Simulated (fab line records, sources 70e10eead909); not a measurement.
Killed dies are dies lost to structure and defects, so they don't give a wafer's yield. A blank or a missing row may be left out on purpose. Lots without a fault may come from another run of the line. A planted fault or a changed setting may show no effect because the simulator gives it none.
Chamber matching | flow nand_harc | NHARC_THIN_TSV_CMP_01 on cmp-01: 4 sister chambers
The step polishes. 4 wafers are shown with their chamber, then 7 later ones without.

WAFERS WITH THEIR CHAMBER
wafer  | chamber | motor_current_A (A)
L885.3 | 2       | 12.8
L898.3 | 1       | 12.7
L901.1 | 3       | 11.1
L901.2 | 0       | 13.5

WAFERS WITHOUT THEIR CHAMBER
wafer  | motor_current_A (A)
L901.3 | 13.0
L904.2 | 10.9
L904.3 | 13.0
L904.5 | 10.8
L903.2 | 13.2
L903.3 | 13.2
L903.6 | 10.8

WHICH CHAMBER EACH WENT THROUGH
wafer  | from the rows above          | in truth
L901.3 | can't be placed: 2 or 1 or 0 | 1
L904.2 | 3                            | 3
L904.3 | can't be placed: 2 or 1 or 0 | 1
L904.5 | 3                            | 3
L903.2 | can't be placed: 0 or 2 or 1 | 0
L903.3 | can't be placed: 0 or 2 or 1 | 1
L903.6 | 3                            | 3
Placed correctly: 3 of 7. Can't be placed from these rows: 4 (the true chamber is among the candidates in 4). Placed wrongly: 0.
How it was worked out, from the rows above alone: a wafer's distance from a chamber is the root of the sum, over the readings, of the square of ((its reading less the chamber's mean) divided by the reading's scatter). The wafer belongs to the nearest chamber; if the next one is less than 2 further off, it can't be placed. A chamber's mean is the mean of its shown wafers. The scatter: with one shown wafer a chamber, the root of the mean of the squares of how far each hidden wafer lies from its nearest shown one.
